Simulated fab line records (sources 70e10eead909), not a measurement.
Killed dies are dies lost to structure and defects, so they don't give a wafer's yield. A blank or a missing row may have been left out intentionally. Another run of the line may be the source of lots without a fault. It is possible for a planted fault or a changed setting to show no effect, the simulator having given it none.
fab line records	flow nandHarc
[record] lots = 6	wafers = 18	lastDay = 26
route steps=1159 shown P_BONDPAD@366 A_ZERO_WELL@390 END@1159
lots with no fault: from the same line, run without faults
startH: hours from the record's opening day to when the first of the lot's shown wafers began	waitH: hours elapsed since this lot's preceding step	" as in the row above	L1.1+2: several wafers, shown together as one row	- no value, or no start was given	* or withheld: withheld	< > ~ a bound
route shown NAME@n: NAME is a module with steps in the file, n the number in the route of the first one	usual: average and standard deviation across the fault-free wafers	same: alike in all rows	chamber/n: place in a boat	sites: the reading at each site	_std_site: their standard deviation	_edge_site: mean of outer sites minus mean of inner sites	radiusMm: how far each site lies from the wafer's centre	mask NAME#n: copy n	behind: the last tool/chamber to shape the wafer	hold: why the lot went on hold/how many hours it stayed there/how the hold came to an end	device: the n, p or np transistor that did not switch	end of line: tests run on the same wafers once the route is complete	step lacking rows: just its recipe	killed: count of dies lost to structure and defects at first sort (not the wafer's yield)	map: a wafer's dies, x killed, . not, _ none there
set.NAME: the setting as run; set.NAME@STEP: as run at that earlier step	model.NAME: the simulator's own value behind a step, which no gauge read
lots at some steps of the route; a table a step, a row a wafer
services: from which hour (startH, from the record's first day; less than 0 if before it) a tool's chamber was out of use, for how many hours, and why
[[steps]]
[step NHARC_P_BONDPAD_HARDBAKE_10]
[recipe] tempC = 118	timeS = 65
[step NHARC_P_BONDPAD_DESCUM_11]
[recipe] timeS = 3	o2FlowSccm = 200	arFlowSccm = 0	biasPowerW = 0	chemistry = O2
[step NHARC_P_BONDPAD_ETCH_37]
[recipe] targetDepthA = 600	overetchA = 180	timeS = 65.91	ionEnergyEv = 200	n2FlowSccm = 150	h2FlowSccm = 150	arFlowSccm = 0	rfW = 400	biasW = 150	chemistry = N2/H2
[step NHARC_P_BONDPAD_ETCH_12]
[recipe] targetDepthA = 2000	timeS = 100	chf3FlowSccm = 50	o2FlowSccm = 10	arFlowSccm = 200	rfW = 500	biasW = 200	chemistry = CHF3/O2
[usual] drypumpMotorCurrentA = 5.47/0.29	oesProductAu = 0.951/0.024	rfVppV = 371.2/2.1	showerheadPlenumPTorr = 2.43/0.09	throttleValvePct = 20.572/0.0091
lot.wafer	tool	chamber	startH	waitH	drypumpMotorCurrentA	oesProductAu	rfHoursCounterH	rfVppV	showerheadPlenumPTorr	throttleValvePct
L889.1	rieDiel-08	0	-	-	5.30	0.974	0	369.9	2.38	20.563
L889.4	"	2	"	"	5.90	0.958	1	374.2	2.57	20.571
L889.5	"	0	"	"	5.32	0.973	-	370.9	2.38	20.563
L890.2	rieDiel-08	0	-	-	5.31	0.955	1	370.8	2.38	20.582
L890.6	"	3	"	"	5.47	0.956	-	372.2	2.48	20.569
L890.5	"	0	"	"	5.32	0.959	-	369.9	2.38	20.560
L891.3	rieDiel-08	1	-	-	5.15	0.960	1	371.1	2.46	20.583
L891.2	"	3	"	"	5.49	0.979	1	372.1	2.48	20.594
L891.5	"	1	"	"	5.17	0.964	-	373.3	2.46	20.575
L904.3	rieDiel-11	3	-	-	5.74	0.961	12	369.0	2.36	20.575
L904.4	"	1	"	"	5.68	0.975	12	370.4	2.44	20.574
L904.6	"	2	"	"	5.78	0.983	-	370.0	2.36	20.576
L905.2	rieDiel-08	3	-	-	5.49	0.923	10	372.4	2.48	20.571
L905.5	"	1	"	"	5.16	0.938	-	370.6	2.46	20.575
L905.6	"	2	"	"	5.90	0.922	-	374.1	2.56	20.589
L906.4	rieDiel-09	1	-	-	5.39	0.961	58	367.6	2.22	20.577
L906.3	"	2	"	"	5.28	0.949	60	371.7	2.43	20.576
L906.1	"	3	"	"	5.25	0.978	60	370.8	2.42	20.567
[step NHARC_P_BONDPAD_CD_MEAS_13]
[usual] cdNm = 499.6/1.5
lot.wafer	tool	chamber	startH	waitH	cdNm
L889.1	cdSem-03	-	141.55	-	500.0
L889.4	"	-	"	"	499.9
L889.5	"	-	"	"	498.1
L890.2	cdSem-03	-	142.59	-	500.2
L890.5	"	-	"	"	500.4
L890.6	"	-	"	"	498.1
L891.2	cdSem-02	-	145.02	-	500.4
L891.3	"	-	"	"	502.7
L891.5	"	-	"	"	501.4
L904.3	cdSem-03	-	231.86	-	497.6
L904.4	"	-	"	"	496.7
L904.6	"	-	"	"	497.6
L905.2	cdSem-01	-	235.94	-	499.1
L905.5	"	-	"	"	496.5
L905.6	"	-	"	"	499.0
L906.1	cdSem-01	-	236.87	-	500.2
L906.3	"	-	"	"	498.8
L906.4	"	-	"	"	500.8
[step NHARC_P_BONDPAD_STRIP_15]
[recipe] o2FlowSccm = 500	arFlowSccm = 0	biasW = 0	chemistry = O2
[step NHARC_P_BONDPAD_ETCH_24]
[recipe] targetDepthA = 300	overEtchFrac = 0.3	timeS = 72.99	ionEnergyEv = 150	cf4FlowSccm = 50	n2FlowSccm = 100	arFlowSccm = 150	rfW = 300	biasW = 100	chemistry = CF4/N2
[usual] drypumpMotorCurrentA = 5.48/0.28	oesProductAu = 1.001/0.007	rfVppV = 314.8/1.7	showerheadPlenumPTorr = 2.67/0.09	throttleValvePct = 19.793/0.0092
lot.wafer	tool	chamber	startH	waitH	drypumpMotorCurrentA	oesProductAu	rfHoursCounterH	rfVppV	showerheadPlenumPTorr	throttleValvePct
L889.4	rieDiel-08	0	-	-	5.33	0.985	1	313.4	2.60	19.784
L889.1	"	3	"	"	5.49	0.991	1	316.2	2.72	19.785
L889.5	"	1	"	"	5.16	1.009	-	314.9	2.69	19.788
L890.2	rieDiel-08	1	-	-	5.15	1.011	1	315.7	2.69	19.793
L890.6	"	3	"	"	5.47	1.002	-	315.5	2.72	19.802
L890.5	"	0	"	"	5.31	0.996	-	314.4	2.60	19.781
L891.3	rieDiel-08	1	-	-	5.18	1.005	1	316.7	2.69	19.786
L891.2	"	3	"	"	5.50	0.992	1	316.5	2.71	19.786
L891.5	"	1	"	"	5.16	1.001	-	316.3	2.69	19.778
L904.3	rieDiel-11	2	-	-	5.73	1.005	13	313.3	2.58	19.790
L904.4	"	0	"	"	5.48	1.002	11	312.7	2.48	19.796
L904.6	"	3	"	"	5.75	1.015	-	311.9	2.58	19.795
L905.2	rieDiel-08	2	-	-	5.91	0.990	11	317.1	2.80	19.789
L905.6	"	2	"	"	5.91	0.995	-	317.1	2.80	19.785
L905.5	"	3	"	"	5.49	1.004	-	315.4	2.71	19.795
L906.3	rieDiel-08	0	-	-	5.30	0.999	10	314.2	2.60	19.796
L906.4	"	1	"	"	5.16	0.999	10	315.3	2.68	19.782
L906.1	"	2	"	"	5.92	0.990	11	316.1	2.80	19.793
[step NHARC_P_BONDPAD_STRIP_16]
[recipe] timeS = 600	tempC = 30	chemistry = postEtchResidueRemover
[step NHARC_P_BONDPAD_DEGAS_25]
[recipe] tempC = 300	timeS = 60
[step NHARC_P_BONDPAD_PRE_CLEAN_26]
[recipe] timeS = 30	tempC = 280	gas = H2/He
[step NHARC_P_BONDPAD_PVD_17]
[recipe] targetThkA = 50	biasV = 168.6	powerW = 15000	chamberPressurePa = 0.12	timeS = 8.06	substrateTempC = 50	material = TaN
[usual] throttleValvePct = 29.8/1
lot.wafer	tool	chamber	startH	waitH	throttleValvePct
L889.1	pvdSputter-01	-	-	-	29.4
L889.4	"	-	"	"	30.7
L889.5	"	-	"	"	30.6
L890.2	pvdSputter-01	-	-	-	30.8
L890.5	"	-	"	"	28.3
L890.6	"	-	"	"	31.0
L891.3	pvdSputter-03	-	-	-	31.1
L891.2	"	-	"	"	29.3
L891.5	"	-	"	"	30.9
L904.4	pvdSputter-03	-	-	-	31.0
L904.3	"	-	"	"	29.1
L904.6	"	-	"	"	30.6
L905.2	pvdSputter-03	-	236.85	0.1	30.4
L905.5	"	-	"	"	28.8
L905.6	"	-	"	"	29.1
L906.4	pvdSputter-02	-	-	-	30.6
L906.1	"	-	"	"	29.8
L906.3	"	-	"	"	30.1
[step NHARC_P_BONDPAD_PVD_27]
[recipe] targetThkA = 300	chamberPressurePa = 5	powerW = 5000	substrateTempC = 30	timeS = 20.49	material = Cu
[step NHARC_P_BONDPAD_ECD_18]
[recipe] targetThkA = 4000	bathTempC = 25	material = Cu
lot.wafer	tool	chamber	startH	waitH
L889.1+4+5	ecdCu-01	1,1,0	142.64	-
L890.2+5+6	ecdCu-02	0,0,1	143.65	-
L891.2+3+5	ecdCu-01	0	146.01	-
L904.3+4+6	ecdCu-01	0,1,1	232.98	-
L905.2+6+5	ecdCu-01	1,1,0	237.68	0.7
L906.1+3+4	ecdCu-01	1,0,1	238.33	-
[step NHARC_P_BONDPAD_ANNEAL_28]
[recipe] tempC = 225	timeS = 90
[step NHARC_P_BONDPAD_CMP_19]
[recipe] tOverpolishS = 30	cuRecessTouchS = 16	targetThkNm = 160.81
[step NHARC_P_BONDPAD_THK_MEAS_20]
[recipe] thkMeasGauge = xrf
[usual] thkNm = 160.5/1.5
lot.wafer	tool	chamber	startH	waitH	thkNm
L889.1	filmMetro-01	-	143.63	-	161.2
L889.4	"	-	"	"	159.1
L889.5	"	-	"	"	162.2
L890.2	filmMetro-01	-	144.72	-	159.3
L890.5	"	-	"	"	160.7
L890.6	"	-	"	"	158.8
L891.2	filmMetro-01	-	147.07	-	160.1
L891.3	"	-	"	"	160.0
L891.5	"	-	"	"	162.1
L904.3	filmMetro-01	-	233.93	-	158.3
L904.4	"	-	"	"	157.4
L904.6	"	-	"	"	159.3
L905.2	filmMetro-02	-	238.73	-	157.9
L905.5	"	-	"	"	159.1
L905.6	"	-	"	"	160.6
L906.1	filmMetro-01	-	239.36	-	159.4
L906.3	"	-	"	"	159.8
L906.4	"	-	"	"	159.2
[step NHARC_P_BONDPAD_SRD_21]
[recipe] timeS = 30	tempC = 23	dryTimeS = 20	spinRpm = 1500
[step NHARC_P_BONDPAD_ACTIVATE_29]
[recipe] timeS = 60	n2FlowSccm = 200	arFlowSccm = 0	biasPowerW = 0	chemistry = N2
[usual] drypumpMotorCurrentA = 5.48/0.27	oesProductAu = 1.000/0.0069	rfVppV = 64.2/0.94	showerheadPlenumPTorr = 1.80/0.059
lot.wafer	tool	chamber	startH	waitH	drypumpMotorCurrentA	oesProductAu	rfHoursCounterH	rfVppV	showerheadPlenumPTorr
L889.1	rieDiel-08	3	143.90	0.1	5.51	0.999	1	63.8	1.83
L889.4	"	2	"	"	5.90	0.994	1	64.5	1.89
L889.5	"	3	"	"	5.49	0.994	-	65.7	1.83
L890.2	rieDiel-08	3	145.04	0.1	5.49	1.002	1	64.6	1.83
L890.6	"	2	"	"	5.92	0.997	-	64.9	1.90
L890.5	"	3	"	"	5.47	1.004	-	62.3	1.83
L891.3	rieDiel-08	3	147.34	0.1	5.49	0.996	1	64.4	1.83
L891.2	"	0	"	"	5.33	0.996	1	63.8	1.75
L891.5	"	0	"	"	5.32	1.000	-	63.6	1.75
L904.3	rieDiel-08	0	234.22	0.1	5.31	0.995	10	65.7	1.75
L904.4	"	3	"	"	5.48	0.995	10	65.8	1.83
L904.6	"	0	"	"	5.30	0.998	-	62.6	1.75
L905.2	rieDiel-08	1	239.04	0.1	5.16	0.995	10	64.4	1.81
L905.5	"	3	"	"	5.48	0.998	-	64.9	1.83
L905.6	"	0	"	"	5.29	0.994	-	63.5	1.75
L906.3	rieDiel-08	1	239.63	0.1	5.15	1.008	10	64.6	1.81
L906.4	"	2	"	"	5.93	1.007	11	63.7	1.89
L906.1	"	3	"	"	5.49	1.002	10	64.8	1.83
[step NHARC_P_BONDPAD_PRECLEAN_30]
[recipe] timeS = 300	tempC = 23	chemistry = DIW
[step NHARC_P_BONDPAD_SRD_31]
[recipe] timeS = 30	tempC = 23	dryTimeS = 20	spinRpm = 1500
[step NHARC_A_ZERO_WELL_PRECLEAN_00]
[recipe] timeS = 600	tempC = 120	chemistry = SPM
[step NHARC_A_ZERO_WELL_SRD_01]
[step NHARC_A_ZERO_WELL_DEHYDRATE_02]
[recipe] tempC = 150	timeS = 120
[step NHARC_A_ZERO_WELL_HMDS_03]
[recipe] timeS = 30
[step NHARC_A_ZERO_WELL_COAT_18]
[recipe] tempC = 200	timeS = 65
[step NHARC_A_ZERO_WELL_COAT_04]
[recipe] spinRpm = 2000	resistThkNm = 600
[step NHARC_A_ZERO_WELL_SOFTBAKE_05]
[recipe] tempC = 125	timeS = 70
[step NHARC_A_ZERO_WELL_EBR_06]
[step NHARC_A_ZERO_WELL_EXPOSE_07]
[recipe] na = 0.55	doseMj = 33.85	maskId = A_ZERO
[step NHARC_A_ZERO_WELL_PEB_08]
[recipe] pebTempC = 128	pebTimeS = 80
[step NHARC_A_ZERO_WELL_DEVELOP_09]
[recipe] timeS = 50	devTempC = 22
[step NHARC_A_ZERO_WELL_CD_MEAS_10]
[recipe] targetCdNm = 2000	landingEnergyEv = 500
[usual] cdNm = 2000.4/1.5
lot.wafer	tool	chamber	startH	waitH	cdNm
L889.1	cdSem-03	0	145.14	-	1999.0
L889.4	"	0	"	"	1999.3
L889.5	"	0	"	"	1998.7
L890.2	cdSem-02	0	146.27	-	2003.6
L890.5	"	0	"	"	2002.1
L890.6	"	0	"	"	2004.4
L891.2	cdSem-02	0	148.60	-	2000.4
L891.3	"	0	"	"	2000.4
L891.5	"	0	"	"	1997.7
L904.3	cdSem-03	0	235.47	-	1998.7
L904.4	"	0	"	"	1999.4
L904.6	"	0	"	"	1999.9
L905.2	cdSem-01	0	240.14	-	2001.4
L905.5	"	0	"	"	2000.6
L905.6	"	0	"	"	2000.8
L906.1	cdSem-03	0	240.88	-	2002.8
L906.3	"	0	"	"	2004.0
L906.4	"	0	"	"	2002.9
[step NHARC_A_ZERO_WELL_HARDBAKE_11]
[recipe] tempC = 118	timeS = 65
[step NHARC_A_ZERO_WELL_DESCUM_12]
[recipe] timeS = 3	o2FlowSccm = 200	arFlowSccm = 0	biasPowerW = 0	chemistry = O2
[step NHARC_A_ZERO_WELL_ETCH_19]
[recipe] targetDepthA = 800	overetchA = 240	timeS = 87.88	ionEnergyEv = 200	n2FlowSccm = 150	h2FlowSccm = 150	arFlowSccm = 0	rfW = 400	biasW = 150	chemistry = N2/H2
[step NHARC_A_ZERO_WELL_ETCH_13]
[recipe] targetDepthA = 1200	timeS = 40.1	hbrFlowSccm = 150	cl2FlowSccm = 50	rfW = 400	icpW = 400	biasW = 100	chemistry = HBr/Cl2
[usual] drypumpMotorCurrentA = 5.9/0.42	oesProductAu = 0.995/0.0084	throttleValvePct = 26.406/0.0096
lot.wafer	tool	chamber	startH	waitH	drypumpMotorCurrentA	oesProductAu	rfHoursCounterH	throttleValvePct
L889.1	rieSi-01	2	145.57	-	6.3	1.007	1.0	26.396
L889.4	"	3	"	"	5.5	0.999	1.0	26.410
L889.5	"	0	"	"	6.5	1.002	-	26.414
L890.2	rieSi-06	2	146.69	-	6.0	1.007	1.0	26.409
L890.5	"	0	"	"	5.4	1.000	-	26.423
L890.6	"	1	"	"	6.0	0.978	-	26.402
L891.3	rieSi-03	1	149.00	-	5.6	0.995	1.1	26.402
L891.2	"	2	"	"	6.3	0.999	1.1	26.415
L891.5	"	1	"	"	5.6	1.001	-	26.410
L904.3	rieSi-01	3	235.82	-	5.5	0.985	0.4	26.415
L904.4	"	1	"	"	5.5	0.982	0.4	26.399
L904.6	"	0	"	"	6.5	0.983	-	26.399
L905.2	rieSi-06	1	240.55	-	6.0	0.994	0.3	26.413
L905.6	"	0	"	"	5.4	0.999	-	26.396
L905.5	"	1	"	"	6.0	0.990	-	26.401
L906.4	rieSi-01	1	241.24	-	5.5	0.994	0.5	26.405
L906.1	"	3	"	"	5.5	0.995	0.4	26.395
L906.3	"	0	"	"	6.5	0.999	0.4	26.389
[step NHARC_A_ZERO_WELL_STRIP_14]
[recipe] timeS = 900	tempC = 130	chemistry = SPM
[step NHARC_END_SORT_01]
[recipe] tempC = 25
[usual] defectLimitedYield = 95.4/1.6	killedAtArray = 28/11	killedAtOther = 0.9/1.2	killedAtPeriphery = 2.6/2.1	killedDies = 31/11	killedOpen = 3.1/1.7	killedShort = 1.9/1.3	sort_bin_2_pct = 1.5/0.64	sort_bin_3_pct = 0.26/0.21	sort_bin_4_pct = 2.9/1.1	sortNPass = 646/11	sortRimYieldPct = 96.4/2.3	sortYieldPct = 95.4/1.6
[same] grossDies = 677	sort_bin_5_pct[%] = 0	sort_bin_6_pct[%] = 0	sort_bin_7_pct[%] = 0	sort_bin_8_pct[%] = 0	sortRimNGross = 106.00
lot.wafer	tool	chamber	startH	waitH	defectLimitedYield[%]	killedAtArray	killedAtOther	killedAtPeriphery	killedDies	killedOpen	killedShort	sort_bin_2_pct[%]	sort_bin_3_pct[%]	sort_bin_4_pct[%]	sortNPass	sortRimYieldPct[%]	sortYieldPct[%]
L890.2	prober-02	0	485.04	2.8	96.2	23	2	1	26	3	3	1.3	0	2.5	651	95.3	96.2
L890.5	prober-02	0	487.44	3.7	98.2	9	1	2	12	1	2	0.3	0.30	1.2	665	95.3	98.2
L890.6	prober-02	0	488.24	4.0	97.5	16	1	0	17	1	2	0.4	0.15	1.9	660	95.3	97.5
L905.5	prober-02	0	609.29	3.7	48.4	28	0	321	349	0	0	17.7	5.17	28.7	328	45.3	48.4
L904.4	prober-01	0	611.72	3.4	95.3	31	0	1	32	2	1	2.4	0.15	2.2	645	96.2	95.3
L906.1	prober-02	0	613.92	2.5	95.6	27	0	3	30	4	1	2.2	0.15	2.1	647	99.1	95.6
L906.3	prober-02	0	615.52	3.1	45.8	20	0	347	367	5	0	18.9	3.84	31.5	310	41.5	45.8
L906.4	prober-02	0	616.32	3.4	94.7	35	0	1	36	3	3	1.8	0.59	3.0	641	96.2	94.7
// killed by level:class
L890.2 A_SLIT:chamberFilmFlake=5 A_CHANNEL_HOLE_D1:chamberFilmFlake=3 A_STAIRCASE:chamberFilmFlake=3 A_BLC:chamberFilmFlake=3 A_WL_FILL:chamberFilmFlake=2 A_CONTACT:chamberFilmFlake=2 A_ONON_D1:geometricParticle:open=1 A_ONON_D1:geometricParticle:short=1
L890.5 A_CHANNEL_HOLE_D1:chamberFilmFlake=2 A_CONTACT:chamberFilmFlake=2 A_ONON_D1:geometricParticle:short=1 A_WL_FILL:geometricParticle:short=1 A_M0:geometricParticle:open=1 A_WL_FILL:chamberFilmFlake=1 P_GATE:chamberFilmFlake=1 P_BONDPAD:chamberFilmFlake=1
L890.6 A_SLIT:chamberFilmFlake=4 A_STAIRCASE:chamberFilmFlake=3 A_CONTACT:chamberFilmFlake=3 A_WL_FILL:chamberFilmFlake=2 A_ONON_D1:geometricParticle:short=1 A_CHANNEL_HOLE_D1:geometricParticle:short=1 A_CONTACT:geometricParticle:open=1 A_CHANNEL_HOLE_D1:chamberFilmFlake=1
L905.5 P_BONDPAD:unspecified=318 A_CHANNEL_HOLE_D1:chamberFilmFlake=15 A_SLIT:chamberFilmFlake=6 A_CONTACT:chamberFilmFlake=6 P_ZERO_WELL:chamberFilmFlake=1 P_STI:chamberFilmFlake=1 P_M2:chamberFilmFlake=1 A_BONDPAD:chamberFilmFlake=1
L904.4 A_CHANNEL_HOLE_D1:chamberFilmFlake=19 A_STAIRCASE:chamberFilmFlake=5 A_CONTACT:chamberFilmFlake=3 A_ONON_D1:geometricParticle:short=1 A_CONTACT:geometricParticle:open=1 A_M1:geometricParticle:open=1 P_M2:chamberFilmFlake=1 A_M0:chamberFilmFlake=1
L906.1 A_CHANNEL_HOLE_D1:chamberFilmFlake=18 A_CONTACT:chamberFilmFlake=4 P_GATE:geometricParticle:open=2 A_STAIRCASE:chamberFilmFlake=2 P_M0:geometricParticle:open=1 A_CHANNEL_FILL_D1:geometricParticle:short=1 A_CHANNEL_FILL_D1:geometricParticle:open=1 A_BONDPAD:chamberFilmFlake=1
L906.3 P_BONDPAD:unspecified=342 A_CHANNEL_HOLE_D1:chamberFilmFlake=12 A_CONTACT:chamberFilmFlake=4 P_GATE:chamberFilmFlake=2 P_GATE:geometricParticle:open=1 P_CONTACT:geometricParticle:open=1 A_ONON_D1:geometricParticle:open=1 A_WL_FILL:geometricParticle:open=1
L906.4 A_CHANNEL_HOLE_D1:chamberFilmFlake=22 A_CONTACT:chamberFilmFlake=6 A_SOURCE_PLATE:geometricParticle:short=1 A_ONON_D1:geometricParticle:open=1 A_ONON_D1:geometricParticle:short=1 A_CHANNEL_FILL_D1:geometricParticle:open=1 A_SGD_CUT:geometricParticle:open=1 A_WL_FILL:geometricParticle:short=1
// map L905.5 (x killed, . not)
____________x____________
_________.x....._________
_______xxx..x..xxx_______
______...x.xxx...x.______
_____.x.xx....xx..xx_____
____xxxxx.xxx..xxxxx.____
____xxxxxxxxx........____
___xxxxxx.....x...x.xx___
___xx..xxxx.x..x....x.___
__.x.xxxx.xxxxxxx....x.__
__x...xx.....xxx.x..xxx__
_.x..xx..xxxx..xx.xx.xxx_
_..xx..xxxxx.x..xxxxx..._
_.x.xxx..xxxxx..x....xxx_
_..xxxx.xxx.xx...xxxx..._
_xxxx.xx..xxxxx.xxxx.xx._
...x.xx..xxxx..x..xx..x..
x.xxxxx.xx..xxx..xx.x.x.x
xx..xxx.x.xxxx..xxx.x..x.
xx.xxxx.x..xx.x.xxx..x..x
xxxx.xxx..x.xx.xx....xxxx
_....x.xxx....x.x......x_
_xxx.x.x........xx....xx_
_.x.x.x.xxx....x.xxx.xxx_
_x.xx...x.x...x.x.x..x.._
_...xx.xxx..xxxx.x.x...._
__xxxxx.xx.x.x..x..xx.x__
__x..x....x.....x..xx.x__
___.x.x..x.x.x.......x___
___....x.xx..x.x...x..___
____x.xxxxxx.....xx..____
____..x......xx..x..x____
_____xxxxx.x..x...xx_____
______x.xx.x.xx...x______
_______x.x.xx.x.xx_______
_________.x.x..x_________
____________.____________
// map L906.3 (x killed, . not)
____________x____________
_________.x.x..._________
_______x.xxx.xx..x_______
______.x.x..xxxx.x.______
_____xxx.x..x.xx..xx_____
____xxx.x.x..x...xxx.____
____xxx.xxxxxxx...x.x____
___.xxxxxx....x.xx.xx.___
___xxxxxxxxx...xxxx.xx___
__.xxxxx.xxx..x....xxx.__
__xx.xx..x....x.xxx.xxx__
_xxx.xxx.x...xxx.xxxxxxx_
_.xxxx..xx.x.xxxx...xx.._
_.xxxxxxxx.xxxxx..xx.xx._
_.xxxxxx..x..x.xxxx....._
_x.x..x.x..xxx..xx..xx.x_
x.x......xxx..xx..x...x..
x.xx..x...xx.x..x.x.xxxx.
xx.....xx.xxxx...x...xxxx
xx.x..x.x.x....xx...xx..x
x.x..xx..xx..xx.x.xx.x...
_x....x.xxx.x.....x.xxxx_
_x.x.x.xx..xxxx.x......x_
_xx.xx......xxxx...xxx.x_
_x...xxx.x.xx.....xxxxxx_
_.x..x..x.x.xxx...xxxx.._
__..xx..xxx...x......xx__
__xx..x.xx.x..x.x.xx..x__
___..x..xxxx.x.xxx.x..___
___x..x..x.xxxxxxx...x___
____x.x.xxx.x.xx.x...____
____..x.x.x..xxxxx.xx____
_____....xxxx.x.xxxx_____
______xx.x..xx.x...______
_______xxx..x.xxx._______
_________..x.x.._________
____________.____________
[[services]]
tool	chamber	startH	hours	kind
pvdSputter-01	-	124.79	1.1	repair
rieDiel-08	-	124.84	9.0	pm
rieDiel-08	0	124.84	9.0	ventCycle
rieDiel-08	1	124.84	9.0	ventCycle
rieDiel-08	2	124.84	9.0	ventCycle
rieDiel-08	3	124.84	9.0	ventCycle
rieDiel-08	0	133.84	-	clean
rieDiel-11	0	136.05	3.2	repair
rieSi-06	2	136.12	3.0	repair
rieDiel-09	1	136.78	2.4	repair
pvdSputter-02	-	140.30	20.0	repair
rieSi-06	0	148.71	6.9	repair
rieSi-03	-	152.25	12.5	repair
pvdSputter-01	-	158.00	10.0	pm
rieDiel-08	-	159.65	0.1	repair
rieSi-01	-	167.81	9.0	pm
ecdCu-02	-	180.00	8.0	pm
rieSi-06	-	183.00	9.0	pm
rieDiel-11	-	189.65	9.0	pm
ecdCu-02	-	198.63	2.8	repair
pvdSputter-03	-	204.12	0.7	repair
pvdSputter-02	-	214.00	10.0	pm
rieSi-01	1	217.89	7.1	repair
ecdCu-02	-	230.77	11.8	repair
[[key]]
[firstSign] step = NHARC_END_SORT_01	reading = killedAtPeriphery	direction = up	sigmas = 99+	usual = 2.6	struck = 334
[effect] step = NHARC_END_SORT_01	reading = killedDies	direction = up	sigmas = 30	usual = 31	struck = 358
[moreKillsBornAt] NHARC_P_BONDPAD_ECD_18@ecdCu-01 = 660
metAt NHARC_P_BONDPAD_ECD_18
struckWafers L905.5,L906.3
onsetBetween 232.98 237.68
[fault] kind = chamberParticleSource	tool = ecdCu-01	chamber = 0	onsetH = 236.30	steps = NHARC_P_BONDPAD_ECD_18	ratePerVisitCm2 = 0.75942	endH = 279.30
